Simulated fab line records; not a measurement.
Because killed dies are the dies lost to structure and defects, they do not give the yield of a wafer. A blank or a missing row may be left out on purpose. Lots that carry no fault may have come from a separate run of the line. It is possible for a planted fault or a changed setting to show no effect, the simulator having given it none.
fab line records ; flow n5Finfet
[record] lots = 4; wafers = 12; lastDay = 18
route steps=1938 shown BEOL_M7@1323 BEOL_M8@1332
lots untouched by any fault: they come from a run of this same line in which no faults occurred
startH: hours from the record's first day to the start of the lot's first wafer shown ; waitH: time in hours since the lot's previous step ; " the same as in the row above ; L1.1+2: a single row standing in for several wafers ; - no value present, or no start provided ; * or withheld: withheld ; < > ~ a bound
route shown NAME@n: names a module that has steps shown in the file, with the first one's number in the route ; usual: average and standard deviation across the fault-free wafers ; same: alike in all rows ; chamber/n: place in a boat ; sites: each site's reading ; _std_site: standard deviation across them ; _edge_site: mean of outer sites minus mean of inner sites ; radiusMm: how far each site lies from the wafer's centre ; mask NAME#n: copy n ; behind: the last tool/chamber to shape the wafer ; hold: the reason the lot was held/the length of the hold in hours/how it ended ; device: the transistor (n, p or np) that didn't switch ; end of line: tests run on the same wafers once the route is complete ; for a step that has no rows: nothing shown but its recipe ; killed: count of dies lost to structure and defects at first sort (not the wafer's yield) ; map: a wafer's dies, marking killed ones x, the rest . and places with no die _
set.NAME: the run value of the setting; set.NAME@STEP: its run value at that earlier step ; model.NAME: the simulator's own value behind a step, which no gauge read
lots at some steps of the route; a table a step, a row a wafer
services: the hour from which a tool's chamber was out of use, counted from the record's first day as startH (under 0 if before that day), plus the number of hours and why
[[steps]]
[step N5_BEOL_M7_SPUTTER_48]
[recipe] material = Cu; targetThkA = 100; tempC = -20; biasV = 60; powerW = 26000; chamberPressurePa = 0.13; timeS = 1.667
[step N5_BEOL_M7_ECD_50]
[recipe] material = Cu; targetThkA = 3000
[step N5_BEOL_M7_ANNEAL_51]
[recipe] tempC = 225; timeS = 90; ambient = N2
[step N5_BEOL_M7_CMP_52]
[recipe] stopOn = SiCOH_lowk; tOverpolishS = 6.9; downForcePsi = 1; platenRpm = 50; clearingPlatenDownForcePsi = 1.5; clearingPlatenRpm = 50; postCmpClean = cuAlkaline; targetThkNm = 80; clearingPlatenPadVelocityMS = 0.99484; padVelocityMS = 0.99484
[step N5_BEOL_M7_PRE_CLEAN_55]
[recipe] gas = NH3; timeS = 15; tempC = withheld; rfPowerW = 300
[step N5_BEOL_M7_DEP_56]
[recipe] material = SiCN; targetThkA = 100; tempC = withheld; precursor = 3MS/NH3; pressureTorr = 3; rfW = 202; timeS = 17.5
[step N5_BEOL_M8_ILD_DEP_00]
[recipe] material = SiCOH_lowk; targetThkA = 1797.5; tempC = 300; precursor = DEMS/porogen; pressureTorr = 5; rfW = 500; timeS = 33.4
[step N5_BEOL_M8_CURE_74]
[recipe] tempC = 385; timeS = 240; ambient = He/Ar; material = SiCOH_lowk
[step N5_BEOL_M8_PECVD_70]
[recipe] material = SiO2; targetThkA = 200; tempC = 400; precursor = TEOS/O2; pressureTorr = 5.5; rfW = 450; teosFlowSccm = 53.8; gas = O2; flowSccm = 3000; timeS = 22.7
[usual] chamberPressureTorr = 5.499/0.012; heaterPowerW = 690/120; showerheadPlenumPTorr = 8.80/0.061; susceptorTempC = 400.00/0.22; throttleValvePct = 21.8/0.81
lot.wafer;tool;chamber;startH;waitH;chamberPressureTorr;heaterPowerW;showerheadPlenumPTorr;sinceWetCleanH;susceptorTempC;throttleValvePct;model.SiO2_of_BEOL_M8_PECVD_70.thkNm
L387.1;pecvd-04;2;286.14;0.0;5.490;731;8.75;417;399.97;21.7;20
L387.3;pecvd-04;0;286.14;0.0;5.488;576;8.90;1171;400.04;23.1;19.8
L387.6;pecvd-04;0;286.14;0.0;5.485;565;8.90;-;399.80;23.0;20.2
L391.1;pecvd-04;0;316.47;0.0;5.496;600;8.88;1202;407.50;22.7;19
L391.2;pecvd-04;2;316.47;0.0;5.509;680;8.75;448;407.66;21.9;18.8
L391.3;pecvd-04;1;316.47;0.0;5.494;694;8.81;1927;407.85;20.7;18.6
L390.1;pecvd-04;2;321.00;0.0;5.493;750;8.78;452;407.76;21.7;18.6
L390.3;pecvd-04;1;321.00;0.0;5.499;629;8.80;1931;407.42;20.7;18.8
L390.4;pecvd-04;1;321.00;0.0;5.502;653;8.82;-;407.63;20.9;19.2
L399.2;pecvd-02;1;359.36;0.0;5.502;984;8.82;2151;399.74;22.9;20.2
L399.3;pecvd-02;2;359.36;0.0;5.503;693;8.75;672;400.04;22.3;19.8
L399.4;pecvd-02;1;359.36;0.0;5.504;982;8.85;-;399.99;22.7;20.2
[step N5_BEOL_M8_HM_DEP_02]
[recipe] material = TiN; targetThkA = 200; tempC = 25; chamberPressurePa = 0.49996
[step N5_BEOL_M8_COAT_59]
[recipe] resist = SOC; tempC = 250; timeS = 60; spinRpm = 1500; resistThkNm = 100
[step N5_BEOL_M8_COAT_60]
[recipe] resist = SiARC; tempC = 220; timeS = 60; spinRpm = 1500; resistThkNm = 35
[step N5_BEOL_M8_COAT_05]
[recipe] resist = CAR-ArF; spinRpm = 1500; resistThkNm = 90
[step N5_BEOL_M8_EBR_07]
[recipe] solvent = PGMEA; ebrWidthMm = 1.5
[step N5_BEOL_M8_SOFTBAKE_06]
[recipe] tempC = 110; timeS = 60; resist = CAR-ArF
[step N5_BEOL_M8_EXPOSE_08]
[recipe] maskId = M8; na = 1.35; sourceShape = dipole; sigmaInner = 0.817; sigmaOuter = 0.97; polarization = te; doseMj = 68.25
[step N5_BEOL_M8_PEB_09]
[recipe] pebTempC = withheld; pebTimeS = 60; resist = CAR-ArF
[step N5_BEOL_M8_DEVELOP_10]
[recipe] developTimeS = 30; developer = TMAH; resist = CAR-ArF; rinseLiquid = diw; dry = airSpin; devTempC = 23
[step N5_BEOL_M8_DESCUM_16]
[recipe] chemistry = O2; timeS = 7.9; sourcePowerW = 50; biasPowerW = 20; pressureMtorr = 20; rfFrequencyHz = 2.712e+07; tempC = 40; resist = CAR-ArF; o2FlowSccm = 225
[step N5_BEOL_M8_ETCH_61]
[recipe] chemistry = CF4; target = SiARC; targetDepthA = 455; maskMaterial = CAR-ArF; timeS = 75.8; ionEnergyEv = 80; pressureMtorr = 40; sourceW = 545; biasW = 36; Ar_flow_sccm = 100; cf4FlowSccm = 100; ends = cleared
[step N5_BEOL_M8_ETCH_62]
[recipe] chemistry = N2/H2; target = SOC; targetDepthA = 1100; overetchA = 220; maskMaterial = SiARC; tempC = 40; timeS = 165; ionEnergyEv = 200; pressureMtorr = 30; sourceW = 840; biasW = 150; n2FlowSccm = 200; h2FlowSccm = 200
[step N5_BEOL_M8_STRIP_68]
[recipe] chemistry = N2/H2; tempC = 40; n2FlowSccm = 200; h2FlowSccm = 200; rfFrequencyHz = 6e+07
[step N5_BEOL_M8_STRIP_67]
[recipe] chemistry = CF4; resist = SiARC; powerW = 300; biasPowerW = 75; pressureMtorr = 50; cf4FlowSccm = 150; rfFrequencyHz = 6e+07
[step N5_BEOL_M8_HM_OPEN_17]
[recipe] chemistry = Cl2/BCl3; targetDepthA = 200; overetchA = 60; target = TiN; maskMaterial = SOC; ionEnergyEv = 150; pressureMtorr = 10; icpW = 1000; biasW = 126; Cl2_flow_sccm = 53.25; bcl3FlowSccm = 21.75; Ar_flow_sccm = 25
[step N5_BEOL_M8_STRIP_19]
[recipe] chemistry = O2; powerW = 400; tempC = 40; pressureMtorr = 30; rfFrequencyHz = 6e+07; biasPowerW = 0; overashFraction = 0.2; o2FlowSccm = 225
[step N5_BEOL_M8_COAT_63]
[recipe] resist = SOC; tempC = 250; timeS = 60; spinRpm = 1500; resistThkNm = 60
[step N5_BEOL_M8_COAT_64]
[recipe] resist = SiARC; tempC = 220; timeS = 60; spinRpm = 1500; resistThkNm = 12
[step N5_BEOL_M8_COAT_71]
[recipe] resist = underlayer; tempC = 205; timeS = 60; spinRpm = 1500; resistThkNm = 5
[step N5_BEOL_M8_COAT_22]
[recipe] resist = CAR-EUV; spinRpm = 1500; resistThkNm = 30
[step N5_BEOL_M8_EBR_24]
[recipe] solvent = PGMEA; ebrWidthMm = 1.5
[step N5_BEOL_M8_SOFTBAKE_23]
[recipe] tempC = 110; timeS = 60; resist = CAR-EUV
[step N5_BEOL_M8_EXPOSE_25]
[recipe] maskId = V7; na = 0.33; sourceShape = annular; sigmaInner = 0.4; sigmaOuter = 0.8; polarization = unpolarized; targetCdNm = 40; doseMj = 42.5
[step N5_BEOL_M8_PEB_26]
[recipe] pebTempC = 100; pebTimeS = 60; resist = CAR-EUV
[step N5_BEOL_M8_DEVELOP_27]
[recipe] developTimeS = 30; developer = TMAH; resist = CAR-EUV; rinseLiquid = surfactantRinse; dry = airSpin; devTempC = 23
[step N5_BEOL_M8_HM_STRIP_39]
[recipe] chemistry = peroxideTinStrip; material = TiN; targetDepthA = 250; tempC = 50; timeS = 158
lot.wafer;tool;chamber;startH;waitH;model.SiO2_of_BEOL_M8_PECVD_70.thkNm
L387.1+6;wetBench-01;2,6;290.69;0.0;20
L387.3;wetBench-01;1;290.69;0.0;19.8
L391.1;wetBench-03;5;319.24;0.0;18.8
L391.2+3;wetBench-03;0,1;319.24;0.0;18.6
L390.1;wetBench-04;4;326.12;0.0;18.4
L390.3;wetBench-04;6;326.12;0.0;18.6
L390.4;wetBench-04;3;326.12;0.0;19.2
L399.2+4;wetBench-03;0,6;365.36;0.0;20
L399.3;wetBench-03;3;365.36;0.0;19.6
[[services]]
tool;chamber;startH;hours;kind
pecvd-04;2;265.94;2.1;scheduledDown
wetBench-03;-;270.62;5.0;repair
pecvd-04;0;281.77;3.5;repair
pecvd-02;-;282.92;1.1;repair
pecvd-02;0;299.03;5.5;scheduledDown
pecvd-04;-;299.57;1.2;repair
pecvd-02;0;347.90;2.1;scheduledDown
[[key]]
[firstSign] step = N5_BEOL_M8_PECVD_70; reading = susceptorTempC; direction = up; sigmas = 35; usual = *; struck = *
effect none on later readings
[modelEffect] step = N5_BEOL_M8_PECVD_70; value = SiO2_of_BEOL_M8_PECVD_70.thkNm; without = 19.9; struck = 18.83
[modelEffect] step = N5_BEOL_M8_HM_STRIP_39; value = SiO2_of_BEOL_M8_PECVD_70.thkNm; without = 19.77; struck = 18.7
metAt N5_BEOL_M8_PECVD_70
struckWafers L390.1,L390.3,L390.4,L391.1,L391.2,L391.3
onsetBetween 286.14 316.47
[fault] kind = processParameterDrift; tool = pecvd-04; chamber = -; onsetH = 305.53; steps = N5_BEOL_M8_PECVD_70; channel = tempC; offset = *; shape = step; endH = 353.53; actsIn = *; stated = *
